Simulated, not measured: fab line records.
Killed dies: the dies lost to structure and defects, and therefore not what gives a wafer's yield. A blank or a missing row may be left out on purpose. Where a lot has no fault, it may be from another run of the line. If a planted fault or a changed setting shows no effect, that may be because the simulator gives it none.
fab line records	flow nandHarc	part 2 of 2: steps 5 to 6 of 6
record lots=24	wafers=72	lastDay=34
route steps=1302 shown A_CHANNEL_HOLE_D2@588 A_CHANNEL_FILL_D2@638 A_STAIRCASE@668
lots with no fault: from the same line, run without faults
startH: start of the lot's first displayed wafer, in hours after the record's first day	waitH: hours from the lot's prior step to this one	" unchanged from the row above	L1.1+2: a row that stands for several wafers	- no value present, or no start provided	* or withheld: withheld	< > ~ a bound
route shown NAME@n: a module of which the file shows steps, and the number in the route of the first	usual: mean and standard deviation over wafers with no fault	same: alike in all rows	chamber/n: place in a boat	sites: each site's reading	_std_site: standard deviation across them	_edge_site: the outer-site mean with the inner-site mean subtracted	radiusMm: for every site, how far away it sits from the centre of the wafer	mask NAME#n: copy n	behind: tool/chamber where the wafer was last shaped	hold: the reason the lot was held/the length of the hold in hours/how it ended	device: the transistor (n, p or np) that didn't switch	end of line: tests of these same wafers at the route's end	a step given without rows: its recipe and nothing more	killed: dies lost to structure and defects at the first sort, not the wafer's yield	map: per-die view of a wafer (x killed, . not killed, _ where there is no die)
set.NAME: the run value of the setting; set.NAME@STEP: its run value at that earlier step	model.NAME: the simulator's own value behind a step, which no gauge read
route steps across a sampled set of lots; one table per step, one row per wafer
services: from which hour (startH, from the record's first day; less than 0 if before it) a tool's chamber was out of use, for how many hours, and why
## steps
# step NHARC_A_STAIRCASE_ETCH_13
# recipe targetDepthA=1000	timeS=40.5	ionEnergyEv=400	c4f8FlowSccm=20	o2FlowSccm=10	arFlowSccm=withheld	rfW=600	biasW=1000	chemistry=C4F8/O2
# usual oesProductAu=0.946/0.014	rfVppV=897/4.6
lot.wafer	tool	chamber	startH	waitH	oesProductAu	rfHoursCounterH	rfVppV
L075.3	rieDiel-11	0	-	-	0.955	27	898
L075.2	"	2	"	"	0.966	32	897
L075.5	"	3	"	"	0.976	-	904
L076.2	rieDiel-08	1	-	-	0.953	55	900
L076.1	"	0	"	"	0.962	54	896
L076.5	"	1	"	"	0.950	-	900
L074.4	rieDiel-01	2	-	-	0.967	46	888
L074.3	"	3	"	"	0.954	45	892
L074.5	"	1	"	"	0.954	-	899
L077.2	rieDiel-11	2	-	-	0.949	40	901
L077.4	"	2	"	"	0.955	-	899
L077.6	"	1	"	"	0.942	-	894
L078.2	rieDiel-01	2	-	-	0.939	55	887
L078.1	"	3	"	"	0.940	52	892
L078.4	"	0	"	"	0.934	49	886
L080.2	rieDiel-11	0	-	-	0.945	43	898
L080.1	"	1	"	"	0.951	40	896
L080.4	"	3	"	"	0.969	47	901
L079.2	rieDiel-11	1	-	-	0.958	41	895
L079.5	"	1	"	"	0.939	-	895
L079.6	"	2	"	"	0.950	-	899
L082.1	rieDiel-08	3	-	-	0.959	15	895
L082.5	"	2	"	"	0.947	-	894
L082.6	"	3	"	"	0.962	-	893
L084.3	rieDiel-01	2	-	-	0.930	8	888
L084.1	"	3	"	"	0.910	15	892
L084.5	"	1	"	"	0.923	-	897
L081.4	rieDiel-11	3	-	-	0.962	0	901
L081.2	"	0	"	"	0.970	0	898
L081.1	"	2	"	"	0.942	0	900
L083.1	rieDiel-08	3	-	-	0.926	22	894
L083.4	"	0	"	"	0.935	17	897
L083.3	"	2	"	"	0.917	22	895
L085.4	rieDiel-01	0	-	-	0.953	27	905
L085.3	"	2	"	"	0.958	22	888
L085.5	"	1	"	"	0.966	-	897
L086.1	rieDiel-11	3	-	-	0.926	12	903
L086.5	"	2	"	"	0.936	-	900
L086.6	"	3	"	"	0.934	-	902
L088.4	rieDiel-08	3	-	-	0.963	39	894
L088.1	"	0	"	"	0.964	32	897
L088.6	"	3	"	"	0.962	-	893
L087.1	rieDiel-08	3	-	-	0.934	39	894
L087.4	"	2	"	"	0.925	40	892
L087.6	"	3	"	"	0.944	-	894
L089.3	rieDiel-11	0	-	-	0.942	15	898
L089.2	"	1	"	"	0.932	13	893
L089.6	"	0	"	"	0.943	-	898
L090.3	rieDiel-11	0	-	-	0.947	19	897
L090.1	"	1	"	"	0.939	17	894
L090.6	"	3	"	"	0.942	-	902
L091.2	rieDiel-01	3	-	-	0.928	36	891
L091.3	"	0	"	"	0.934	42	906
L091.1	"	2	"	"	0.946	36	886
L092.3	rieDiel-08	0	-	-	0.926	42	896
L092.4	"	1	"	"	0.932	44	899
L092.6	"	1	"	"	0.934	-	900
L093.2	rieDiel-08	1	-	-	0.917	54	900
L093.4	"	3	"	"	0.921	58	894
L093.5	"	1	"	"	0.917	-	899
L094.4	rieDiel-01	1	-	-	0.965	56	895
L094.1	"	2	"	"	0.964	48	887
L094.3	"	3	"	"	0.940	47	890
L097.2	rieDiel-01	1	-	-	0.937	2	896
L097.1	"	0	"	"	0.955	4	903
L097.5	"	2	"	"	0.947	-	906
L096.3	rieDiel-08	2	-	-	0.960	7	892
L096.1	"	0	"	"	0.971	7	897
L096.6	"	3	"	"	0.958	-	893
L095.3	rieDiel-11	0	-	-	0.967	43	897
L095.4	"	3	"	"	0.958	43	901
L095.6	"	1	"	"	0.946	-	895
# step NHARC_A_STAIRCASE_TRIM_14
# recipe timeS=211.2	o2FlowSccm=500	arFlowSccm=0	biasW=0	chemistry=O2
# usual drypumpMotorCurrentA=5.7/0.44	oesProductAu=1.005/0.0089	rfVppV=57.9/0.86	showerheadPlenumPTorr=3.54/0.12	throttleValvePct=17.037/0.0085
lot.wafer	tool	chamber	startH	waitH	drypumpMotorCurrentA	oesProductAu	rfHoursCounterH	rfVppV	showerheadPlenumPTorr	throttleValvePct
L075.3	rieDiel-11	2	-	-	5.4	1.020	32	58.3	3.63	17.033
L075.2	"	3	"	"	5.2	1.009	29	60.2	3.73	17.030
L075.5	"	1	"	"	5.1	1.010	-	59.1	3.50	17.037
L076.2	rieDiel-08	1	-	-	5.5	0.993	55	58.7	3.66	17.023
L076.1	"	3	"	"	5.8	0.990	50	57.3	3.49	17.029
L076.5	"	0	"	"	5.3	0.997	-	58.7	3.59	17.028
L074.4	rieDiel-01	0	-	-	5.4	1.008	42	57.6	3.26	17.031
L074.3	"	2	"	"	6.2	1.000	46	56.5	3.31	17.045
L074.5	"	3	"	"	5.7	1.009	-	58.4	3.42	17.044
L077.2	rieDiel-11	2	-	-	5.4	1.009	40	57.3	3.63	17.030
L077.4	"	1	"	"	5.1	0.999	-	59.5	3.50	17.038
L077.6	"	2	"	"	5.4	1.014	-	58.2	3.63	17.039
L078.2	rieDiel-01	0	-	-	5.4	1.001	49	57.3	3.26	17.035
L078.1	"	1	"	"	5.9	1.000	56	56.9	3.58	17.035
L078.4	"	3	"	"	5.7	0.993	52	58.0	3.42	17.038
L080.4	rieDiel-11	0	-	-	6.7	1.017	43	57.2	3.56	17.027
L080.2	"	2	"	"	5.4	1.012	47	59.3	3.63	17.033
L080.1	"	3	"	"	5.3	1.014	47	57.7	3.72	17.030
L079.2	rieDiel-11	0	-	-	6.7	1.009	44	57.7	3.56	17.038
L079.6	"	0	"	"	6.6	0.998	-	56.9	3.56	17.034
L079.5	"	1	"	"	5.1	1.008	-	56.7	3.50	17.046
L082.1	rieDiel-08	2	-	-	5.6	1.004	14	57.8	3.46	17.038
L082.6	"	2	"	"	5.6	1.001	-	57.7	3.46	17.050
L082.5	"	3	"	"	5.8	1.000	-	58.3	3.48	17.046
L084.3	rieDiel-01	1	-	-	5.9	1.007	16	57.8	3.57	17.031
L084.1	"	2	"	"	6.2	0.998	8	57.6	3.30	17.034
L084.5	"	0	"	"	5.4	0.992	-	57.6	3.80	17.041
L081.4	rieDiel-11	3	-	-	5.3	1.006	0	58.7	3.71	17.054
L081.1	"	1	"	"	5.1	1.010	0	57.7	3.49	17.031
L081.2	"	2	"	"	5.4	1.016	0	58.3	3.62	17.042
L083.1	rieDiel-08	3	-	-	5.8	1.000	22	57.7	3.47	17.026
L083.3	"	0	"	"	5.4	1.024	17	57.2	3.57	17.027
L083.4	"	1	"	"	5.6	1.000	22	59.4	3.64	17.038
L085.4	rieDiel-01	1	-	-	5.9	1.015	30	57.0	3.56	17.045
L085.3	"	3	"	"	5.7	0.983	25	56.7	3.41	17.033
L085.5	"	0	"	"	5.5	1.014	-	58.6	3.79	17.041
L086.1	rieDiel-11	2	-	-	5.4	1.009	10	57.3	3.62	17.038
L086.5	"	0	"	"	6.7	0.998	-	57.3	3.55	17.033
L086.6	"	1	"	"	5.1	1.006	-	58.0	3.49	17.047
L088.4	rieDiel-08	0	-	-	5.3	1.006	32	58.0	3.56	17.037
L088.1	"	2	"	"	5.6	1.005	39	57.3	3.45	17.040
L088.6	"	0	"	"	5.4	1.015	-	56.7	3.57	17.022
L087.4	rieDiel-08	3	-	-	5.8	1.013	39	57.8	3.47	17.028
L087.1	"	2	"	"	5.6	1.000	40	59.2	3.45	17.041
L087.6	"	0	"	"	5.4	1.011	-	58.9	3.57	17.027
L089.2	rieDiel-11	0	-	-	6.7	0.998	15	57.7	3.55	17.026
L089.3	"	2	"	"	5.4	0.992	15	58.1	3.61	17.030
L089.6	"	2	"	"	5.4	0.995	-	57.0	3.61	17.030
L090.3	rieDiel-11	0	-	-	6.7	1.001	19	58.9	3.55	17.040
L090.1	"	1	"	"	5.1	0.994	17	57.7	3.48	17.032
L090.6	"	0	"	"	6.7	1.002	-	57.6	3.55	17.049
L091.1	rieDiel-01	2	-	-	6.2	1.017	36	57.3	3.29	17.028
L091.3	"	0	"	"	5.4	0.999	42	56.8	3.78	17.041
L091.2	"	1	"	"	5.9	1.004	43	57.8	3.55	17.036
L092.3	rieDiel-08	2	-	-	5.6	0.998	49	57.5	3.44	17.034
L092.4	"	3	"	"	5.8	1.000	47	58.2	3.46	17.038
L092.6	"	0	"	"	5.4	1.007	-	58.2	3.56	17.029
L093.2	rieDiel-08	3	-	-	5.8	0.998	58	57.8	3.46	17.044
L093.4	"	0	"	"	5.4	1.008	52	57.8	3.55	17.039
L093.5	"	3	"	"	5.8	1.017	-	56.6	3.46	17.033
L094.4	rieDiel-01	0	-	-	5.4	1.013	53	59.4	3.78	17.032
L094.3	"	2	"	"	6.2	1.022	48	57.9	3.28	17.048
L094.1	"	3	"	"	5.7	0.990	47	56.4	3.39	17.036
L097.2	rieDiel-01	3	-	-	5.7	0.998	4	56.6	3.39	17.042
L097.1	"	0	"	"	5.4	1.001	4	57.2	3.77	17.034
L097.5	"	2	"	"	6.2	1.019	-	57.6	3.81	17.049
L096.1	rieDiel-08	0	-	-	5.4	1.023	8	57.9	3.55	17.041
L096.3	"	2	"	"	5.6	0.995	7	56.6	3.43	17.034
L096.6	"	0	"	"	5.4	1.019	-	58.4	3.55	17.048
L095.4	rieDiel-11	1	-	-	5.1	0.996	40	57.6	3.47	17.042
L095.3	"	3	"	"	5.3	1.015	43	60.3	3.69	17.024
L095.6	"	1	"	"	5.1	1.000	-	58.2	3.47	17.048
## services
tool	chamber	startH	hours	kind
rieDiel-05	-	281.97	0.5	repair
rieDiel-05	2	306.19	7.9	repair
rieDiel-11	0	329.81	4.3	repair
rieDiel-13	3	334.00	19.6	repair
rieDiel-01	3	341.35	4.0	repair
rieDiel-13	-	342.00	9.0	pm
rieDiel-13	3	354.44	5.2	repair
rieDiel-08	-	371.91	9.0	pm
rieDiel-11	2	374.60	5.1	repair
rieDiel-11	0	376.23	4.5	repair
rieDiel-11	1	382.95	10.2	repair
rieDiel-08	0	405.01	15.9	repair
rieDiel-01	2	406.95	6.4	repair
rieDiel-01	2	418.99	8.1	repair
rieDiel-08	0	432.64	2.7	repair
rieDiel-11	-	435.98	9.0	pm
rieDiel-01	3	461.79	1.3	repair
rieDiel-01	3	474.99	5.7	repair
rieDiel-08	1	481.25	4.0	repair
rieDiel-11	3	486.50	8.3	repair
rieDiel-08	-	498.61	5.7	repair
rieDiel-08	-	548.91	9.0	pm
rieDiel-01	-	557.90	9.0	pm
rieDiel-11	2	559.48	3.5	repair
